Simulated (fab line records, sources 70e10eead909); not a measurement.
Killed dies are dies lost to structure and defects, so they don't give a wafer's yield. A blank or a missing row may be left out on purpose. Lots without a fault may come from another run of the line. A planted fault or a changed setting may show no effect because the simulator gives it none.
Which tool did it? | flow nand_harc | 13 lots, 39 wafers sampled, at 5 steps of a route of 1302

WHAT THE GAUGES READ, wafer by wafer
NHARC_END_SORT_01. Usual: killed_at_array 55, standard deviation 19; killed_at_other 0.9, standard deviation 1.4; killed_at_periphery 3.8, standard deviation 2.9; killed_dies 60, standard deviation 19; killed_open 3.3, standard deviation 1.8; killed_short 2.6, standard deviation 1.6.
lot  | measured     | on        | killed_at_array | killed_at_other | killed_at_periphery | killed_dies | killed_open | killed_short | flag
L949 | day 26 23:58 | prober-02 | 79 83 85        | 1 0 0           | 11 2 6              | 91 85 91    | 3 2 4       | 3 3 2        |
L951 | day 27 11:46 | prober-02 | 84 81 73        | 0 1 0           | 1 3 1               | 85 85 74    | 1 4 4       | 2 5 1        |
L952 | day 28 05:26 | prober-01 | 25 30 40        | 2 3 1           | 1 11 4              | 28 44 45    | 2 3 4       | 3 2 1        |
L956 | day 28 20:43 | prober-02 | 40 33 33        | 0 0 1           | 10 9 6              | 50 42 40    | 3 2 5       | 4 5 2        |
L953 | day 28 20:41 | prober-01 | 63 67 74        | 0 0 0           | 2 1 3               | 65 68 77    | 3 5 2       | 2 1 1        |
L958 | day 30 21:44 | prober-01 | 67 673 674      | 1 0 2           | 3 4 1               | 71 677 677  | 2 3 2       | 2 2 1        | OFF
L963 | day 32 03:08 | prober-01 | 52 64 57        | 1 0 1           | 4 1 0               | 57 65 58    | 5 2 5       | 4 3 0        |

WHICH TOOL RAN EACH LOT (tool, then ch and the chambers of the sampled wafers, then the start)
lot  | NHARC_A_BLC_PVD_32           | NHARC_THIN_TSV_PRE_CLEAN_50             | NHARC_THIN_TSV_ANNEAL_52         | NHARC_THIN_TSV_STRIP_56
L945 | pvd_sputter-01, day 22 23:54 | pvd_sputter-01, day 24 06:13 or earlier | rtp_anneal-02 ch 0, day 24 06:13 | plasma_asher-02 ch 0,1, day 24 08:48
L947 | pvd_sputter-01, day 24 07:05 | pvd_sputter-03, day 25 13:10 or earlier | rtp_anneal-01 ch 0, day 25 13:10 | plasma_asher-01 ch 0,1, day 25 15:43
L948 | pvd_sputter-02, day 24 14:35 | pvd_sputter-01, day 25 21:13 or earlier | rtp_anneal-02 ch 0, day 25 21:13 | plasma_asher-01 ch 0,1, day 25 23:37
L949 | pvd_sputter-03, day 25 06:56 | pvd_sputter-01, day 26 12:55 or earlier | rtp_anneal-01 ch 0, day 26 12:55 | plasma_asher-02 ch 0,1, day 26 15:36
L951 | pvd_sputter-03, day 25 15:31 | pvd_sputter-01, day 27 00:44 or earlier | rtp_anneal-01 ch 0, day 27 00:44 | plasma_asher-01 ch 0,1, day 27 03:20
L952 | pvd_sputter-02, day 26 07:44 | pvd_sputter-01, day 27 18:22 or earlier | rtp_anneal-01 ch 0, day 27 18:22 | plasma_asher-02 ch 0,1, day 27 20:59
L956 | pvd_sputter-03, day 27 00:08 | pvd_sputter-03, day 28 07:34 or earlier | rtp_anneal-01 ch 0, day 28 07:34 | plasma_asher-01 ch 0,1, day 28 09:59
L953 | pvd_sputter-03, day 27 02:47 | pvd_sputter-02, day 28 06:23 or earlier | rtp_anneal-01 ch 0, day 28 06:23 | plasma_asher-02 ch 0,1, day 28 08:56
L958 | pvd_sputter-03, day 29 02:31 | pvd_sputter-02, day 30 10:10 or earlier | rtp_anneal-01 ch 0, day 30 10:10 | plasma_asher-02 ch 0, day 30 12:49
L962 | pvd_sputter-02, day 29 21:19 | pvd_sputter-02, day 31 05:11 or earlier | rtp_anneal-02 ch 0, day 31 05:11 | plasma_asher-02 ch 0,1, day 31 07:47
L963 | pvd_sputter-01, day 30 06:49 | pvd_sputter-03, day 31 13:14 or earlier | rtp_anneal-01 ch 0, day 31 13:14 | plasma_asher-01 ch 0,1, day 31 15:51
L966 | pvd_sputter-01, day 31 14:32 | pvd_sputter-03, day 32 20:45 or earlier | rtp_anneal-02 ch 0, day 32 20:45 | plasma_asher-02 ch 0,1, day 32 23:23
L967 | pvd_sputter-02, day 32 23:13 | pvd_sputter-01, day 34 06:59 or earlier | rtp_anneal-02 ch 0, day 34 06:59 | plasma_asher-01 ch 0,1, day 34 09:31
- NHARC_A_BLC_PVD_32: deposits Ti, target thk 5 nm, time 17.7 s.
- NHARC_THIN_TSV_PRE_CLEAN_50: time 30 s.
- NHARC_THIN_TSV_ANNEAL_52: time 90 s.
- NHARC_THIN_TSV_STRIP_56: strips in O2.

WHAT THE TOOLS THEMSELVES READ (means of the sampled wafers that have a number; where no wafer has one, the mark that the record gives instead)
NHARC_A_BLC_PVD_32. Usual: throttle_valve_pct 30.0 %, standard deviation 0.97.
lot  | tool           | throttle_valve_pct (%) | flag
L945 | pvd_sputter-01 | 29.3                   |
L947 | pvd_sputter-01 | 29.3                   |
L948 | pvd_sputter-02 | 29.9                   |
L949 | pvd_sputter-03 | 29.9                   |
L951 | pvd_sputter-03 | 30.0                   |
L952 | pvd_sputter-02 | 30.7                   |
L956 | pvd_sputter-03 | 30.2                   |
L953 | pvd_sputter-03 | 30.2                   |
L958 | pvd_sputter-03 | 30.2                   |
L962 | pvd_sputter-02 | 31.2                   |
L963 | pvd_sputter-01 | 29.9                   |
L966 | pvd_sputter-01 | 30.0                   |
L967 | pvd_sputter-02 | 30.9                   |

NHARC_THIN_TSV_PRE_CLEAN_50. Usual: heater_power_w 420 W, standard deviation 54.
lot  | tool           | heater_power_w (W) | flag
L945 | pvd_sputter-01 | 368                |
L947 | pvd_sputter-03 | 498                |
L948 | pvd_sputter-01 | 348                |
L949 | pvd_sputter-01 | 389                |
L951 | pvd_sputter-01 | 385                |
L952 | pvd_sputter-01 | 370                |
L956 | pvd_sputter-03 | 443                |
L953 | pvd_sputter-02 | 427                |
L958 | pvd_sputter-02 | 434                |
L962 | pvd_sputter-02 | 411                |
L963 | pvd_sputter-03 | 443                |
L966 | pvd_sputter-03 | 454                |
L967 | pvd_sputter-01 | 416                |

NHARC_THIN_TSV_ANNEAL_52. Usual: wafer_temp_C_max 226.1, standard deviation 0.42.
lot  | tool          | wafer_temp_C_max | flag
L945 | rtp_anneal-02 | 226.7            |
L947 | rtp_anneal-01 | 225.7            |
L948 | rtp_anneal-02 | 226.2            |
L949 | rtp_anneal-01 | 225.8            |
L951 | rtp_anneal-01 | 225.8            |
L952 | rtp_anneal-01 | 225.9            |
L956 | rtp_anneal-01 | 226.0            |
L953 | rtp_anneal-01 | 225.8            |
L958 | rtp_anneal-01 | 225.8            |
L962 | rtp_anneal-02 | 226.4            |
L963 | rtp_anneal-01 | 225.9            |
L966 | rtp_anneal-02 | 226.7            |
L967 | rtp_anneal-02 | 226.6            |

NHARC_THIN_TSV_STRIP_56. Usual: drypump_motor_current_A 6.02 A, standard deviation 0.14; heater_power_w 325 W, standard deviation 33.
lot  | tool            | drypump_motor_current_A (A) | heater_power_w (W) | flag
L945 | plasma_asher-02 | 6.03                        | 329                |
L947 | plasma_asher-01 | 6.10                        | 342                |
L948 | plasma_asher-01 | 6.09                        | 345                |
L949 | plasma_asher-02 | 6.01                        | 328                |
L951 | plasma_asher-01 | 6.10                        | 348                |
L952 | plasma_asher-02 | 6.02                        | 312                |
L956 | plasma_asher-01 | 6.11                        | 345                |
L953 | plasma_asher-02 | 6.03                        | 314                |
L958 | plasma_asher-02 | 5.81                        | 270                |
L962 | plasma_asher-02 | 6.02                        | 315                |
L963 | plasma_asher-01 | 6.10                        | 358                |
L966 | plasma_asher-02 | 6.01                        | 306                |
L967 | plasma_asher-01 | 6.09                        | 349                |

THE ANSWER, worked out from the rows above alone
Rule: a lot is off if the mean of its wafers that have a number lies more than 3 standard deviations from the usual mean. A lot without any number at a reading at which 4 lots or more have one is off too. The other lots that the step has rows for count as sound. The gauges are gone through in route order, then the tools' own readings, and for those a lot's mean is taken as printed above. The first step at which some lot is off is used, and at that step the reading that is off furthest; a lot without a number counts as furthest.
Off: L958, at NHARC_END_SORT_01 (killed_at_array). Neither off nor sound, because the step has no rows for them: L945, L947, L948, L962, L966, L967.
A tool fits if, at a process step before that reading, it ran every lot that is off, and no sound lot after the first of them. The gauges at NHARC_END_SORT_01 are tried like those tools. NHARC_THIN_TSV_PRE_CLEAN_50 gives no start for some lots, so the hours and the order of its lots are those of NHARC_THIN_TSV_ANNEAL_52. Can't be told from this: 3 tools fit, pvd_sputter-03 at NHARC_A_BLC_PVD_32, pvd_sputter-02 at NHARC_THIN_TSV_PRE_CLEAN_50, plasma_asher-02 at NHARC_THIN_TSV_STRIP_56.

WHAT THE SIMULATOR HAD PUT IN
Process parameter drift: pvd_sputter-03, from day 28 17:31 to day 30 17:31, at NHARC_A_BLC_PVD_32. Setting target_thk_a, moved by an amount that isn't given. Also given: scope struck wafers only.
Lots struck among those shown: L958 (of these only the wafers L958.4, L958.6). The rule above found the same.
